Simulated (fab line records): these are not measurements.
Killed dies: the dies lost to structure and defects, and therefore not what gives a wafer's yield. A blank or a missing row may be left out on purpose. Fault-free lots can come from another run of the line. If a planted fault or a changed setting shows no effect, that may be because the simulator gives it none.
fab line records + flow nand-harc
[record]
- lots = 14
- wafers = 42
- last-day = 34
route steps=1302 shown A_DECK1_JOINT@528 A_ONON_D2@558
lots with no fault: from the same line, run without faults
start-h: hours from the record's first day to the start of the lot's first wafer shown + wait-h: how many hours have passed since the lot's step before this one + " as in the row above + L1.1+2: a row that stands for several wafers + - no value present, or no start provided + * or withheld: withheld + < > ~ a bound
route shown NAME@n: NAME is a module with steps in the file, n the number in the route of the first one + usual: mean/standard deviation of fault-free wafers + same: alike in all rows + chamber/n: place in a boat + sites: each site's reading + _std_site: their standard deviation + _edge_site: mean of outer sites minus mean of inner sites + radius-mm: how far each site lies from the wafer's centre + mask NAME#n: copy n + behind: tool/chamber where the wafer was last shaped + hold: reason for holding the lot/hours on hold/outcome of the hold + device: which transistor (n, p or np) failed to switch + end of line: the tests these same wafers got at the end of their route + for a step that has no rows: nothing shown but its recipe + killed: dies that structure and defects cost at the first sort, which is not the same as the wafer's yield + map: the dies of a wafer, with x for killed, . for not killed, _ for no die there
set.NAME: the run value of the setting; set.NAME@STEP: its run value at that earlier step + model.NAME: the simulator's own value behind a step, which no gauge read
steps of the route over a sample of lots; a table a step, a row a wafer
services: from which hour (start-h, from the record's first day; less than 0 if before it) a tool's chamber was out of use, for how many hours, and why
[[steps]]
[step NHARC_A_DECK1_JOINT_THK_MEAS_14]
[recipe]
- thk-meas-gauge = ellipsometry
[usual]
- thk-nm = 51.2/1.4
| lot.wafer | tool          | chamber | start-h | wait-h | thk-nm |
|-----------|---------------|---------|---------|--------|--------|
| L986.1    | film-metro-01 | -       | 241.34  | 0.2    | 51.2   |
| L986.2    | "             | -       | "       | "      | 48.0   |
| L986.6    | "             | -       | "       | "      | 51.6   |
| L990.1    | film-metro-02 | -       | 282.07  | 0.2    | 51.1   |
| L990.3    | "             | -       | "       | "      | 51.0   |
| L990.6    | "             | -       | "       | "      | 51.4   |
| L989.2    | film-metro-01 | -       | 282.08  | 0.2    | 49.0   |
| L989.3    | "             | -       | "       | "      | 49.7   |
| L989.4    | "             | -       | "       | "      | 47.7   |
| L991.4    | film-metro-02 | -       | 301.98  | 0.2    | 54.9   |
| L991.5    | "             | -       | "       | "      | 53.0   |
| L991.6    | "             | -       | "       | "      | 48.3   |
| L992.1    | film-metro-02 | -       | 311.87  | 0.2    | 51.8   |
| L992.2    | "             | -       | "       | "      | 49.6   |
| L992.5    | "             | -       | "       | "      | 50.4   |
| L993.1    | film-metro-01 | -       | 327.73  | 0.2    | 54.0   |
| L993.4    | "             | -       | "       | "      | 50.4   |
| L993.5    | "             | -       | "       | "      | 53.2   |
| L994.3    | film-metro-02 | -       | 335.97  | 0.2    | 52.6   |
| L994.5    | "             | -       | "       | "      | 50.7   |
| L994.6    | "             | -       | "       | "      | 52.4   |
| L995.1    | film-metro-02 | -       | 357.33  | 0.2    | 53.2   |
| L995.3    | "             | -       | "       | "      | 52.4   |
| L995.6    | "             | -       | "       | "      | 52.0   |
| L101.3    | film-metro-01 | -       | 403.29  | 0.2    | 51.4   |
| L101.4    | "             | -       | "       | "      | 50.7   |
| L101.5    | "             | -       | "       | "      | 53.2   |
| L103.1    | film-metro-02 | -       | 425.88  | 0.2    | 51.9   |
| L103.4    | "             | -       | "       | "      | 51.5   |
| L103.6    | "             | -       | "       | "      | 50.4   |
| L104.1    | film-metro-02 | -       | 428.58  | 0.2    | 52.5   |
| L104.3    | "             | -       | "       | "      | 51.9   |
| L104.4    | "             | -       | "       | "      | 51.8   |
| L106.2    | film-metro-02 | -       | 442.44  | 0.2    | 53.8   |
| L106.5    | "             | -       | "       | "      | 53.2   |
| L106.6    | "             | -       | "       | "      | 54.3   |
| L107.1    | film-metro-01 | -       | 462.02  | 0.2    | 52.1   |
| L107.2    | "             | -       | "       | "      | 49.8   |
| L107.3    | "             | -       | "       | "      | 51.1   |
| L109.2    | film-metro-02 | -       | 475.25  | 0.2    | 51.0   |
| L109.3    | "             | -       | "       | "      | 53.4   |
| L109.4    | "             | -       | "       | "      | 51.4   |
[step NHARC_A_ONON_D2_DEP_19]
[recipe]
- target-thk-a = 10000
- n2-flow-sccm = 2750
- n2o-flow-sccm = 2000
- nh3-flow-sccm = 500
- sih4-flow-sccm = 210
- temp-c = 400
[usual]
- susceptor-temp-C = 399.93/0.21
| lot.wafer | tool          | chamber | start-h | wait-h | susceptor-temp-C |
|-----------|---------------|---------|---------|--------|------------------|
| L986.1    | pecvd-onon-02 | 0       | 272.57  | 0.1    | 399.98           |
| L986.2    | "             | 0       | "       | "      | 399.53           |
| L986.6    | "             | 0       | "       | "      | 399.96           |
| L990.1    | pecvd-onon-03 | 0       | 314.40  | 0.1    | 399.94           |
| L990.3    | "             | 0       | "       | "      | 399.96           |
| L990.6    | "             | 0       | "       | "      | 399.88           |
| L989.2    | pecvd-onon-02 | 0       | 314.46  | 0.1    | 399.69           |
| L989.3    | "             | 0       | "       | "      | 399.91           |
| L989.4    | "             | 0       | "       | "      | 399.65           |
| L991.4    | pecvd-onon-03 | 0       | 338.90  | 0.2    | 399.92           |
| L991.5    | "             | 0       | "       | "      | 399.95           |
| L991.6    | "             | 0       | "       | "      | 400.04           |
| L992.1    | pecvd-onon-02 | 0       | 344.13  | 0.1    | 399.85           |
| L992.2    | "             | 0       | "       | "      | 399.68           |
| L992.5    | "             | 0       | "       | "      | 399.89           |
| L993.1    | pecvd-onon-03 | 0       | 365.11  | 0.1    | 399.77           |
| L993.4    | "             | 0       | "       | "      | 399.75           |
| L993.5    | "             | 0       | "       | "      | 400.14           |
| L994.3    | pecvd-onon-03 | 0       | 371.38  | 0.2    | 399.96           |
| L994.5    | "             | 0       | "       | "      | 399.70           |
| L994.6    | "             | 0       | "       | "      | 399.64           |
| L995.1    | pecvd-onon-02 | 0       | 391.47  | 0.1    | 399.95           |
| L995.3    | "             | 0       | "       | "      | 400.08           |
| L995.6    | "             | 0       | "       | "      | 400.00           |
| L101.3    | pecvd-onon-02 | 0       | 433.13  | 0.2    | 399.83           |
| L101.4    | "             | 0       | "       | "      | 399.57           |
| L101.5    | "             | 0       | "       | "      | 399.52           |
| L104.1    | pecvd-onon-03 | 0       | 458.37  | 0.1    | 400.05           |
| L104.3    | "             | 0       | "       | "      | 400.09           |
| L104.4    | "             | 0       | "       | "      | 400.01           |
| L103.1    | pecvd-onon-02 | 0       | 458.37  | 0.1    | 400.01           |
| L103.4    | "             | 0       | "       | "      | 399.73           |
| L103.6    | "             | 0       | "       | "      | 399.85           |
| L106.2    | pecvd-onon-03 | 0       | 476.47  | 0.1    | 400.30           |
| L106.5    | "             | 0       | "       | "      | 400.11           |
| L106.6    | "             | 0       | "       | "      | 400.01           |
| L107.1    | pecvd-onon-01 | 0       | 498.69  | 0.1    | 399.96           |
| L107.2    | "             | 0       | "       | "      | 400.41           |
| L107.3    | "             | 0       | "       | "      | 400.38           |
| L109.2    | pecvd-onon-02 | 0       | 524.03  | 0.1    | 399.78           |
| L109.3    | "             | 0       | "       | "      | 400.19           |
| L109.4    | "             | 0       | "       | "      | 399.93           |
[step NHARC_A_ONON_D2_THK_MEAS_21]
[recipe]
- thk-meas-gauge = ellipsometry
[usual]
- thk-nm = 998/9.4
| lot.wafer | tool          | chamber | start-h | wait-h | hold                     | thk-nm |
|-----------|---------------|---------|---------|--------|--------------------------|--------|
| L986.1    | film-metro-01 | -       | 273.08  | -      | -                        | 992    |
| L986.2    | "             | -       | "       | "      | -                        | 994    |
| L986.6    | "             | -       | "       | "      | -                        | 995    |
| L990.1    | film-metro-01 | -       | 314.91  | -      | -                        | 1000   |
| L990.3    | "             | -       | "       | "      | -                        | 999    |
| L990.6    | "             | -       | "       | "      | -                        | 999    |
| L989.2    | film-metro-02 | -       | 314.92  | -      | -                        | 993    |
| L989.3    | "             | -       | "       | "      | -                        | 991    |
| L989.4    | "             | -       | "       | "      | -                        | 992    |
| L991.4    | film-metro-02 | -       | 339.25  | -      | -                        | 986    |
| L991.5    | "             | -       | "       | "      | -                        | 987    |
| L991.6    | "             | -       | "       | "      | -                        | 987    |
| L992.1    | film-metro-01 | -       | 344.64  | -      | -                        | 995    |
| L992.2    | "             | -       | "       | "      | -                        | 994    |
| L992.5    | "             | -       | "       | "      | -                        | 994    |
| L993.1    | film-metro-01 | -       | 365.62  | -      | -                        | 1027   |
| L993.4    | "             | -       | "       | "      | -                        | 1027   |
| L993.5    | "             | -       | "       | "      | -                        | 1027   |
| L994.3    | film-metro-02 | -       | 371.78  | -      | -                        | 1003   |
| L994.5    | "             | -       | "       | "      | -                        | 1003   |
| L994.6    | "             | -       | "       | "      | -                        | 1001   |
| L995.1    | film-metro-02 | -       | 392.00  | -      | -                        | 995    |
| L995.3    | "             | -       | "       | "      | -                        | 992    |
| L995.6    | "             | -       | "       | "      | -                        | 994    |
| L101.3    | film-metro-01 | -       | 433.53  | -      | await-dispo/0.2h/release | 670    |
| L101.4    | "             | -       | "       | "      | await-dispo/0.2h/release | 671    |
| L101.5    | "             | -       | "       | "      | await-dispo/0.2h/release | 669    |
| L101.3    | film-metro-01 | -       | 433.70  | 0.2    | -                        | 669    |
| L101.4    | "             | -       | "       | "      | -                        | 670    |
| L101.5    | "             | -       | "       | "      | -                        | 670    |
| L104.1    | film-metro-02 | -       | 458.88  | -      | -                        | 980    |
| L104.3    | "             | -       | "       | "      | -                        | 981    |
| L104.4    | "             | -       | "       | "      | -                        | 978    |
| L103.1    | film-metro-01 | -       | 458.88  | -      | await-dispo/0.2h/release | 676    |
| L103.4    | "             | -       | "       | "      | await-dispo/0.2h/release | 676    |
| L103.6    | "             | -       | "       | "      | await-dispo/0.2h/release | 675    |
| L103.1    | film-metro-01 | -       | 459.05  | 0.2    | -                        | 676    |
| L103.4    | "             | -       | "       | "      | -                        | 676    |
| L103.6    | "             | -       | "       | "      | -                        | 677    |
| L106.2    | film-metro-02 | -       | 476.92  | -      | -                        | 1000   |
| L106.5    | "             | -       | "       | "      | -                        | 1002   |
| L106.6    | "             | -       | "       | "      | -                        | 1001   |
| L107.1    | film-metro-01 | -       | 499.19  | -      | -                        | 997    |
| L107.2    | "             | -       | "       | "      | -                        | 996    |
| L107.3    | "             | -       | "       | "      | -                        | 997    |
| L109.2    | film-metro-02 | -       | 524.48  | -      | -                        | 1000   |
| L109.3    | "             | -       | "       | "      | -                        | 1000   |
| L109.4    | "             | -       | "       | "      | -                        | 1000   |
[[services]]
| tool          | chamber | start-h | hours | kind   |
|---------------|---------|---------|-------|--------|
| pecvd-onon-01 | -       | 269.16  | 13.0  | pm     |
| pecvd-onon-02 | -       | 290.96  | 10.0  | repair |
| pecvd-onon-02 | -       | 312.10  | 0.1   | repair |
| pecvd-onon-02 | -       | 366.24  | 13.0  | pm     |
| pecvd-onon-03 | -       | 408.48  | 13.0  | pm     |
| pecvd-onon-01 | -       | 450.16  | 13.0  | pm     |
| pecvd-onon-03 | -       | 514.01  | 0.7   | repair |
[[key]]
[first-sign]
- step = NHARC_A_ONON_D2_THK_MEAS_21
- reading = visit
- direction = added
[effect]
- step = NHARC_A_ONON_D2_THK_MEAS_21
- reading = thk-nm
- direction = down
- sigmas = 35
- usual = 998
- struck = 673
met-at NHARC_A_ONON_D2_DEP_19
struck-lots L101,L103
struck-wafers L101.3,L101.4,L101.5,L103.1,L103.4,L103.6
later-rows-left-out L101.3,L101.4,L101.5,L103.1,L103.4,L103.6
sort-left-out L101.3,L101.4,L101.5,L103.1,L103.4,L103.6
tester-left-out L101,L103
not-acting-at NHARC_A_DECK1_JOINT_THK_MEAS_14
onset-between 391.47 433.13
[fault]
- kind = process-parameter-drift
- tool = pecvd-onon-02
- chamber = 0
- onset-h = 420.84
- steps = NHARC_A_ONON_D2_DEP_19
- channel = target-thk-a
- offset = *
- shape = step
- end-h = 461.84
- acts-in = *
- stated = *
// tester-left-out: of these lots the tester's yield and bins aren't shown, on N5 and GAA mostly nor the transistor test; their killed dies are dies lost to structure and defects alone, not to doping, threshold or leakage, so they don't give the yield
// sort-left-out: the simulated sort isn't trusted on such a fault, so these wafers' sort isn't shown, and their yield isn't known
// later-rows-left-out: the simulator's readings of these wafers behind a module that went badly wrong aren't trusted and aren't shown, but for the sort
